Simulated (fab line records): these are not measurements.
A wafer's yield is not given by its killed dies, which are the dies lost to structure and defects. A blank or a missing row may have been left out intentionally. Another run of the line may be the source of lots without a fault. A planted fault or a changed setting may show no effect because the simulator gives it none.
fab line records -- flow n5_finfet
record lots=9, wafers=27, last_day=18
route steps=1938 shown SDB@371 PAD_METAL@1894 PASSIVATION@1929
lots that met no fault: taken from a fault-free run of the same line
start_h: hours from the record's first day to the start of the lot's first wafer shown -- wait_h: hours elapsed since this lot's preceding step -- " identical to the entry in the row above -- L1.1+2: a row that stands for several wafers -- - no value, or no start was given -- * or withheld: withheld -- < > ~ a bound
route shown NAME@n: NAME is a module with steps in the file, n the number in the route of the first one -- usual: mean/standard deviation taken from wafers without a fault -- same: alike in all rows -- chamber/n: place in a boat -- sites: each site's reading -- _std_site: the values' standard deviation -- _edge_site: mean of outer sites minus mean of inner sites -- radius_mm: for every site, how far away it sits from the centre of the wafer -- mask NAME#n: copy n -- behind: tool/chamber where the wafer was last shaped -- hold: reason for holding the lot/hours on hold/outcome of the hold -- device: the transistor (n, p or np) that didn't switch -- end of line: the tests these same wafers got at the end of their route -- a step given without rows: its recipe and nothing more -- killed: not the wafer's yield, but the dies lost to structure and defects at the first sort -- map: dies across one wafer; x = killed, . = not, _ = none there
set.NAME: the setting that was run; set.NAME@STEP: the one run at that earlier step -- model.NAME: the simulator's own value behind a step, which no gauge read
one table for each step of the route and one row for each wafer, over a sample of lots
services: a tool's chamber out of use, with start hour (start_h, from the record's first day; less than 0 if before it), hours out, and reason
## steps
# step N5_SDB_PRECLEAN_39
# recipe chemistry=O3/DIW, time_s=45, temp_c=22, o3_ppm=10
lot.wafer,tool,chamber,start_h,wait_h
L217.2+3+6,wet_bench-01,"2,7,6",68.14,0.0
L218.1+3+5,wet_bench-01,"5,6,1",70.99,0.0
L219.2+3+5,wet_bench-01,"3,5,7",78.31,0.0
L220.3+5+6,wet_bench-06,"4,6,3",83.26,0.0
L227.1+2+4,wet_bench-03,"6,0,1",132.38,0.0
L237.1+5+6,wet_bench-06,"2,6,7",192.94,0.0
L238.1+2+4,wet_bench-01,"5,7,2",196.53,0.0
L239.2+3+5,wet_bench-03,"7,1,2",204.27,0.0
L240.1+3+5,wet_bench-01,"2,3,1",214.52,0.0
# step N5_PASSIVATION_PRE_CLEAN_19
# recipe gas=H2/He, time_s=*, temp_c=*
# usual heater_power_w=465/53
lot.wafer,tool,chamber,start_h,wait_h,heater_power_w
L217.2,pvd_sputter-02,-,278.74,0.0,360
L217.3,pvd_sputter-02,-,278.74,0.0,433
L217.6,pvd_sputter-02,-,278.74,0.0,436
L218.1,pvd_sputter-03,-,279.29,0.0,483
L218.3,pvd_sputter-03,-,279.29,0.0,463
L218.5,pvd_sputter-03,-,279.29,0.0,502
L219.2,pvd_sputter-02,-,291.17,0.0,498
L219.3,pvd_sputter-02,-,291.17,0.0,457
L219.5,pvd_sputter-02,-,291.17,0.0,526
L220.3,pvd_sputter-02,-,297.06,0.0,369
L220.5,pvd_sputter-02,-,297.06,0.0,439
L220.6,pvd_sputter-02,-,297.06,0.0,361
L227.1,pvd_sputter-03,-,342.09,0.0,516
L227.2,pvd_sputter-03,-,342.09,0.0,470
L227.4,pvd_sputter-03,-,342.09,0.0,490
L237.1,pvd_sputter-01,-,391.89,0.0,544
L237.5,pvd_sputter-01,-,391.89,0.0,492
L237.6,pvd_sputter-01,-,391.89,0.0,529
L239.2,pvd_sputter-02,-,401.94,0.0,359
L239.3,pvd_sputter-02,-,401.94,0.0,450
L239.5,pvd_sputter-02,-,401.94,0.0,429
L238.1,pvd_sputter-01,-,406.48,0.0,529
L238.2,pvd_sputter-01,-,406.48,0.0,386
L238.4,pvd_sputter-01,-,406.48,0.0,537
L240.1,pvd_sputter-02,-,424.51,0.0,442
L240.3,pvd_sputter-02,-,424.51,0.0,451
L240.5,pvd_sputter-02,-,424.51,0.0,455
# step N5_PASSIVATION_PASS_ETCH_47
# recipe chemistry=CF4/O2, target=SiNx, target_depth_a=7700, time_s=385, ion_energy_ev=100, pressure_mtorr=40, source_w=535, bias_w=49, Ar_flow_sccm=100, cf4_flow_sccm=100, O2_flow_sccm=10
# usual drypump_motor_current_A=5.9/0.4, oes_product_au=0.84/0.094, rf_vpp_V=240/5.5, showerhead_plenum_p_Torr=2.17/0.069, throttle_valve_pct=15.73/0.22
lot.wafer,tool,chamber,start_h,wait_h,drypump_motor_current_A,oes_product_au,rf_hours_counter_h,rf_vpp_V,showerhead_plenum_p_Torr,throttle_valve_pct
L217.2,rie_diel-05,3,281.83,0.0,6.5,0.68,241,242,2.25,16.21
L217.3,rie_diel-05,0,281.83,0.0,5.8,1.02,1,242,2.26,15.36
L217.6,rie_diel-05,3,281.83,0.0,6.5,0.68,-,242,2.25,16.22
L218.1,rie_diel-02,3,282.01,0.0,5.9,0.80,85,239,2.13,15.90
L218.3,rie_diel-02,2,282.01,0.0,5.7,0.88,28,253,2.16,15.74
L218.5,rie_diel-02,0,282.01,0.0,6.4,0.72,-,241,2.02,16.00
L219.2,rie_diel-05,2,294.36,0.0,5.5,0.84,61,246,2.15,15.58
L219.3,rie_diel-05,3,294.36,0.0,6.5,0.68,247,243,2.25,16.23
L219.5,rie_diel-05,3,294.36,0.0,6.5,0.68,-,243,2.25,16.23
L220.3,rie_diel-02,0,299.60,0.0,6.3,0.72,188,242,2.01,16.03
L220.5,rie_diel-02,1,299.60,0.0,5.4,0.70,-,245,2.27,15.84
L220.6,rie_diel-02,2,299.60,0.0,5.8,0.86,-,250,2.16,15.76
L227.1,rie_diel-05,1,344.93,0.0,5.2,0.92,23,240,2.24,15.77
L227.2,rie_diel-05,2,344.93,0.0,5.5,0.81,80,247,2.14,15.62
L227.4,rie_diel-05,3,344.93,0.0,6.5,0.97,7,242,2.25,15.74
L237.1,rie_diel-03,2,394.81,0.0,5.5,0.86,67,235,2.15,15.60
L237.5,rie_diel-03,0,394.81,0.0,6.3,0.87,-,236,2.15,15.73
L237.6,rie_diel-03,3,394.81,0.0,6.0,0.93,-,234,2.17,15.36
L239.2,rie_diel-03,3,404.57,0.0,5.9,0.92,21,235,2.17,15.39
L239.3,rie_diel-03,2,404.57,0.0,5.4,0.85,73,234,2.14,15.62
L239.5,rie_diel-03,2,404.57,0.0,5.4,0.86,-,234,2.14,15.62
L238.1,rie_diel-02,0,410.22,0.0,6.3,0.68,236,241,2.00,16.10
L238.2,rie_diel-02,2,410.22,0.0,5.8,0.81,84,251,2.14,15.85
L238.4,rie_diel-02,0,410.22,0.0,6.3,0.68,-,243,2.00,16.11
L240.1,rie_diel-03,1,427.73,0.0,6.3,0.71,196,232,2.19,16.01
L240.3,rie_diel-03,2,427.73,0.0,5.5,0.84,81,233,2.14,15.64
L240.5,rie_diel-03,1,427.73,0.0,6.3,0.71,-,232,2.19,15.99
# step N5_PASSIVATION_PROBE_49
# usual defect_limited_yield=91.3/1.3, killed_at_M0_to_M3=35/9.3, killed_at_M4_up=14/5.2, killed_at_contacts=12/5.9, killed_at_front_end=38/11, killed_at_other=4/3.7, killed_dies=103/15, killed_open=67/12, killed_short=34/8, sort_bin_5_function=5.1/0.88, sort_bin_6_memory=3.3/0.65, sort_n_pass=1077/15, sort_yield_pct=91.3/1.3
# same gross_dies=1180, killed_at_back_side=0, sort_bin_4_leakage[%]=0, sort_bin_8_speed[%]=0
lot.wafer,tool,chamber,start_h,wait_h,defect_limited_yield[%],killed_at_M0_to_M3,killed_at_M4_up,killed_at_contacts,killed_at_front_end,killed_at_other,killed_dies,killed_open,killed_short,sort_bin_5_function[%],sort_bin_6_memory[%],sort_n_pass,sort_yield_pct[%]
L217.2,prober-01,-,285.16,0.3,90.5,38,15,22,34,3,112,74,38,5.3,3.8,1068,90.5
L217.3,prober-01,-,285.21,0.4,90.7,51,16,13,27,3,110,73,37,5.3,3.6,1070,90.7
L217.6,prober-01,-,285.36,0.5,90.1,47,13,13,36,8,117,70,47,5.4,3.8,1063,90.1
L218.1,prober-01,-,285.41,0.4,91.3,27,11,13,46,6,103,68,34,5.8,2.6,1077,91.3
L218.3,prober-01,-,285.51,0.5,92.2,39,10,14,21,8,92,61,29,4.7,2.6,1088,92.2
L218.5,prober-01,-,285.61,0.6,92.7,35,14,12,22,3,86,59,26,3.4,3.7,1094,92.7
L219.2,prober-02,-,297.42,0.1,92.3,34,11,8,37,1,91,59,31,4.2,3.2,1089,92.3
L219.3,prober-02,-,297.47,0.1,94.2,25,9,5,26,3,68,45,23,3.6,1.9,1112,94.2
L219.5,prober-02,-,297.57,0.2,92.4,22,17,13,34,4,90,58,31,4.7,2.6,1090,92.4
L220.3,prober-02,-,302.71,0.1,91.2,40,20,13,29,2,104,71,32,4.9,3.6,1076,91.2
L220.5,prober-02,-,302.81,0.2,91.0,32,15,30,27,2,106,67,38,5.7,3.2,1074,91.0
L220.6,prober-02,-,302.86,0.3,90.0,49,13,15,41,0,118,72,45,6.4,3.2,1062,90.0
L227.1,prober-02,-,348.10,0.0,90.3,36,12,14,42,11,115,80,32,5.0,4.2,1065,90.3
L227.2,prober-02,-,348.15,0.1,90.3,39,10,10,51,4,114,65,49,5.5,3.9,1066,90.3
L227.4,prober-02,-,348.25,0.2,77.6,21,17,25,185,16,264,74,39,13.1,5.5,916,77.6
L237.1,prober-01,-,397.83,0.0,90.9,34,8,11,40,14,107,72,34,5.3,3.4,1073,90.9
L237.5,prober-01,-,398.03,0.2,91.4,25,14,26,32,4,101,71,28,5.3,2.6,1079,91.4
L237.6,prober-01,-,398.08,0.3,91.8,31,9,15,35,7,97,59,37,4.8,3.2,1083,91.8
L239.2,prober-01,-,407.63,0.1,93.4,20,6,15,36,1,78,45,32,4.0,2.3,1102,93.4
L239.3,prober-01,-,407.68,0.1,91.7,33,17,15,29,4,98,63,34,4.9,3.1,1082,91.7
L239.5,prober-01,-,407.78,0.2,91.9,30,15,8,36,6,95,60,32,4.8,2.8,1085,91.9
L238.1,prober-02,-,414.47,0.0,91.8,37,10,16,34,0,97,70,26,3.6,4.3,1083,91.8
L238.2,prober-02,-,414.52,0.1,93.3,35,5,11,27,1,79,60,18,3.5,3.1,1101,93.3
L238.4,prober-02,-,414.62,0.2,92.0,18,7,17,52,0,94,65,27,4.6,3.2,1086,92.0
L240.1,prober-02,-,430.75,0.0,91.7,29,20,5,43,1,98,70,27,4.6,3.4,1082,91.7
L240.3,prober-02,-,430.85,0.1,89.1,46,26,15,41,1,129,96,33,7.3,3.5,1051,89.1
L240.5,prober-02,-,430.95,0.2,91.0,54,19,5,28,0,106,69,37,5.1,3.5,1074,91.0
# killed by level:class
L217.2 MOL_CONTACT_COAG:geometric_particle:open=19 FIN_SAQP:geometric_particle:short=8 BEOL_M4:geometric_particle:open=7 BEOL_M0:geometric_particle:open=7 STI_FIN_REVEAL:geometric_particle:open=6 BEOL_M0_SAQP:geometric_particle:short=6 FIN_SAQP:geometric_particle:open=5 BEOL_M0_SAQP:geometric_particle:open=5
L217.3 BEOL_M1:geometric_particle:open=10 FIN_SAQP:geometric_particle:short=9 MOL_CONTACT_COAG:geometric_particle:open=9 BEOL_M0_SAQP:geometric_particle:short=9 BEOL_M3:geometric_particle:open=9 BEOL_M0_SAQP:geometric_particle:open=8 BEOL_M4:geometric_particle:open=7 BEOL_M1:geometric_particle:short=5
L217.6 MOL_CONTACT_COAG:geometric_particle:open=10 BEOL_M0_SAQP:geometric_particle:short=9 FIN_SAQP:geometric_particle:open=8 BEOL_M0_SAQP:geometric_particle:open=7 BEOL_M3:geometric_particle:open=7 BEOL_M1:geometric_particle:open=6 BEOL_M2:geometric_particle:short=6 GATE_CUT:geometric_particle:short=5
L218.1 BEOL_M3:geometric_particle:open=14 STI_FIN_REVEAL:geometric_particle:open=13 MOL_CONTACT_COAG:geometric_particle:open=10 BEOL_M0_SAQP:geometric_particle:short=6 STARTING-WAFER:geometric_particle:short=6 FIN_SAQP:geometric_particle:open=4 STARTING-WAFER:geometric_particle:open=4 BEOL_M0_SAQP:geometric_particle:open=4
L218.3 BEOL_M0_SAQP:geometric_particle:open=12 MOL_CONTACT_COAG:geometric_particle:open=10 BEOL_M3:geometric_particle:open=9 BEOL_M0_SAQP:geometric_particle:short=9 DUMMY_GATE:geometric_particle:open=5 BEOL_M1:geometric_particle:open=5 MOL_CONTACT_COAG:geometric_particle:short=4 FIN_SAQP:geometric_particle:short=3
L218.5 BEOL_M0_SAQP:geometric_particle:open=12 MOL_CONTACT_COAG:geometric_particle:open=11 BEOL_M3:geometric_particle:open=7 STI_FIN_REVEAL:geometric_particle:open=5 BEOL_M0_SAQP:geometric_particle:short=5 BEOL_M3:geometric_particle:short=5 DUMMY_GATE:geometric_particle:open=4 BEOL_M4:geometric_particle:open=4
L219.2 STI_FIN_REVEAL:geometric_particle:open=18 BEOL_M3:geometric_particle:open=16 MOL_CONTACT_COAG:geometric_particle:open=7 BEOL_M0_SAQP:geometric_particle:short=7 BEOL_M3:geometric_particle:short=5 FIN_SAQP:geometric_particle:short=4 BEOL_M4:geometric_particle:open=4 STI_FIN_REVEAL:geometric_particle:short=3
L219.3 STI_FIN_REVEAL:geometric_particle:open=8 BEOL_M0_SAQP:geometric_particle:short=8 BEOL_M0_SAQP:geometric_particle:open=7 BEOL_M4:geometric_particle:open=7 BEOL_M1:geometric_particle:open=5 STARTING-WAFER:geometric_particle:short=5 STARTING-WAFER:geometric_particle:open=4 MOL_CONTACT_COAG:geometric_particle:open=3
L219.5 MOL_CONTACT_COAG:geometric_particle:open=10 STI_FIN_REVEAL:geometric_particle:open=7 BEOL_M0_SAQP:geometric_particle:short=7 BEOL_M4:geometric_particle:open=7 ILD0:geometric_particle:short=5 BEOL_M0:geometric_particle:open=5 STARTING-WAFER:geometric_particle:open=5 FIN_SAQP:geometric_particle:open=4
L220.3 BEOL_M4:geometric_particle:open=12 MOL_CONTACT_COAG:geometric_particle:open=11 BEOL_M2:geometric_particle:open=9 BEOL_M1:geometric_particle:short=8 BEOL_M0_SAQP:geometric_particle:open=7 FIN_SAQP:geometric_particle:open=5 STI_FIN_REVEAL:geometric_particle:open=5 BEOL_M0_SAQP:geometric_particle:short=5
L220.5 MOL_CONTACT_COAG:geometric_particle:open=19 MOL_CONTACT_COAG:geometric_particle:short=11 STI_FIN_REVEAL:geometric_particle:open=7 BEOL_M4:geometric_particle:short=7 BEOL_M0_SAQP:geometric_particle:open=6 BEOL_M2:geometric_particle:open=6 FIN_SAQP:geometric_particle:open=5 BEOL_M0:geometric_particle:open=4
L220.6 BEOL_M0_SAQP:geometric_particle:open=13 MOL_CONTACT_COAG:geometric_particle:open=12 BEOL_M0_SAQP:geometric_particle:short=12 FIN_SAQP:geometric_particle:short=11 BEOL_M3:geometric_particle:open=10 BEOL_M2:geometric_particle:open=9 DUMMY_GATE:geometric_particle:open=7 GATE_CUT:geometric_particle:open=5
L227.1 FIN_SAQP:geometric_particle:open=13 MOL_CONTACT_COAG:geometric_particle:open=13 BEOL_M1:geometric_particle:open=10 BEOL_M0_SAQP:geometric_particle:open=8 BEOL_M0_SAQP:geometric_particle:short=7 GATE_CUT:geometric_particle:open=6 BEOL_M4:geometric_particle:open=6 BEOL_M3:geometric_particle:open=5
L227.2 FIN_SAQP:geometric_particle:short=20 BEOL_M0_SAQP:geometric_particle:short=14 BEOL_M2:geometric_particle:open=9 FIN_SAQP:geometric_particle:open=8 BEOL_M0_SAQP:geometric_particle:open=8 MOL_CONTACT_COAG:geometric_particle:open=7 STI_FIN_REVEAL:geometric_particle:open=6 GATE_CUT:geometric_particle:open=5
L227.4 SDB:unspecified=149 MOL_CONTACT_COAG:geometric_particle:open=18 FIN_SAQP:geometric_particle:open=9 GATE_CUT:geometric_particle:short=7 MOL_CONTACT_COAG:geometric_particle:short=7 MIM_TOP_ETCH:geometric_particle:short=7 GATE_CUT:geometric_particle:open=6 BEOL_M0:geometric_particle:open=6
L237.1 MOL_CONTACT_COAG:geometric_particle:open=11 BEOL_M3:geometric_particle:open=10 STI_FIN_REVEAL:geometric_particle:open=8 GATE_CUT:geometric_particle:short=6 BEOL_M0_SAQP:geometric_particle:short=6 BEOL_M0_SAQP:geometric_particle:open=6 DUMMY_GATE:geometric_particle:open=5 ILD0:geometric_particle:short=5
L237.5 MOL_CONTACT_COAG:geometric_particle:open=19 BEOL_M3:geometric_particle:open=11 MOL_CONTACT_COAG:geometric_particle:short=7 BEOL_M4:geometric_particle:open=6 STI_FIN_REVEAL:geometric_particle:open=5 BEOL_M2:geometric_particle:open=5 FIN_SAQP:geometric_particle:open=4 FIN_SAQP:geometric_particle:short=4
L237.6 MOL_CONTACT_COAG:geometric_particle:open=12 BEOL_M0_SAQP:geometric_particle:short=9 FIN_SAQP:geometric_particle:open=7 BEOL_M0_SAQP:geometric_particle:open=7 DUMMY_GATE:geometric_particle:open=5 DUMMY_GATE:geometric_particle:short=4 GATE_CUT:geometric_particle:short=4 BEOL_M1:geometric_particle:open=4
L239.2 MOL_CONTACT_COAG:geometric_particle:open=11 FIN_SAQP:geometric_particle:short=8 FIN_SAQP:geometric_particle:open=7 BEOL_M1:geometric_particle:short=5 ILD0:geometric_particle:open=4 MOL_CONTACT_COAG:geometric_particle:short=4 BEOL_M3:geometric_particle:open=4 BEOL_M2:geometric_particle:open=4
L239.3 MOL_CONTACT_COAG:geometric_particle:open=12 BEOL_M0_SAQP:geometric_particle:short=9 DUMMY_GATE:geometric_particle:open=8 BEOL_M4:geometric_particle:open=8 BEOL_M3:geometric_particle:open=7 FIN_SAQP:geometric_particle:open=6 BEOL_M0_SAQP:geometric_particle:open=5 BEOL_M2:geometric_particle:open=5
L239.5 BEOL_M4:geometric_particle:open=11 FIN_SAQP:geometric_particle:short=7 BEOL_M0_SAQP:geometric_particle:open=7 BEOL_M1:geometric_particle:open=7 FIN_SAQP:geometric_particle:open=6 STI_FIN_REVEAL:geometric_particle:open=6 STARTING-WAFER:geometric_particle:short=6 MOL_CONTACT_COAG:geometric_particle:open=5
L238.1 MOL_CONTACT_COAG:geometric_particle:open=13 BEOL_M0_SAQP:geometric_particle:short=12 BEOL_M0_SAQP:geometric_particle:open=11 STI_FIN_REVEAL:geometric_particle:open=6 DUMMY_GATE:geometric_particle:open=6 BEOL_M3:geometric_particle:open=6 FIN_SAQP:geometric_particle:open=5 GATE_CUT:geometric_particle:open=5
L238.2 BEOL_M2:geometric_particle:open=9 MOL_CONTACT_COAG:geometric_particle:open=9 BEOL_M0_SAQP:geometric_particle:open=9 STI_FIN_REVEAL:geometric_particle:open=6 BEOL_M0_SAQP:geometric_particle:short=6 BEOL_M3:geometric_particle:open=6 FIN_SAQP:geometric_particle:short=3 FIN_SAQP:geometric_particle:open=3
L238.4 MOL_CONTACT_COAG:geometric_particle:open=14 FIN_SAQP:geometric_particle:open=12 STI_FIN_REVEAL:geometric_particle:open=10 BEOL_M1:geometric_particle:open=6 GATE_CUT:geometric_particle:open=5 DUMMY_GATE:geometric_particle:open=4 ILD0:geometric_particle:open=4 GATE_CUT:geometric_particle:short=4
L240.1 BEOL_M3:geometric_particle:open=12 FIN_SAQP:geometric_particle:open=11 BEOL_M4:geometric_particle:open=10 FIN_SAQP:geometric_particle:short=7 STI_FIN_REVEAL:geometric_particle:open=7 BEOL_M2:geometric_particle:open=6 BEOL_M0_SAQP:geometric_particle:open=4 BEOL_M3:geometric_particle:short=4
L240.3 BEOL_M4:geometric_particle:open=17 MOL_CONTACT_COAG:geometric_particle:open=13 BEOL_M2:geometric_particle:open=12 BEOL_M0_SAQP:geometric_particle:open=11 FIN_SAQP:geometric_particle:open=8 BEOL_M3:geometric_particle:open=8 STI_FIN_REVEAL:geometric_particle:open=6 BEOL_M0_SAQP:geometric_particle:short=6
L240.5 BEOL_M0_SAQP:geometric_particle:short=13 BEOL_M2:geometric_particle:open=13 BEOL_M1:geometric_particle:open=8 STI_FIN_REVEAL:geometric_particle:open=7 BEOL_M0_SAQP:geometric_particle:open=7 GATE_CUT:geometric_particle:open=6 BEOL_M4:geometric_particle:open=6 MOL_CONTACT_COAG:geometric_particle:open=5
## services
tool,chamber,start_h,hours,kind
pvd_sputter-02,-,50.11,15.2,repair
wet_bench-01,-,60.57,4.4,repair
wet_bench-03,-,61.35,15.2,repair
pvd_sputter-01,-,83.60,1.1,repair
wet_bench-03,-,107.62,3.6,repair
rie_diel-05,1,141.45,1.7,repair
rie_diel-03,1,217.32,3.5,repair
wet_bench-01,-,245.79,2.5,repair
rie_diel-05,3,253.97,1.8,repair
rie_diel-02,1,259.41,3.0,repair
rie_diel-02,0,272.35,6.4,repair
rie_diel-03,3,272.91,8.3,repair
rie_diel-03,2,308.08,2.5,repair
rie_diel-03,3,308.34,5.9,repair
rie_diel-03,1,314.59,8.3,repair
rie_diel-05,2,335.38,4.5,repair
rie_diel-02,1,349.06,28.8,repair
rie_diel-03,1,370.41,3.2,repair
rie_diel-03,3,376.39,2.1,repair
rie_diel-03,0,382.97,3.4,repair
rie_diel-03,1,385.29,21.7,repair
rie_diel-05,1,385.92,10.7,repair
rie_diel-05,-,394.14,14.6,pm
rie_diel-02,3,406.52,6.0,repair
## key
first_sign step=N5_PASSIVATION_PROBE_49, reading=killed_at_front_end, direction=up, sigmas=14, usual=38, struck=185
effect step=N5_PASSIVATION_PROBE_49, reading=defect_limited_yield, direction=down, sigmas=10, usual=91.3, struck=77.6
more_kills_born_at N5_SDB_PRECLEAN_39@wet_bench-03=149
met_at N5_SDB_PRECLEAN_39
struck_lots L227
struck_wafers L227.4
not_acting_at N5_PASSIVATION_PRE_CLEAN_19,N5_PASSIVATION_PASS_ETCH_47
fault kind=chamber_particle_source, tool=wet_bench-03, chamber=1, onset_h=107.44, steps=N5_SDB_PRECLEAN_39, rate_per_visit_cm2=1.5239, end_h=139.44
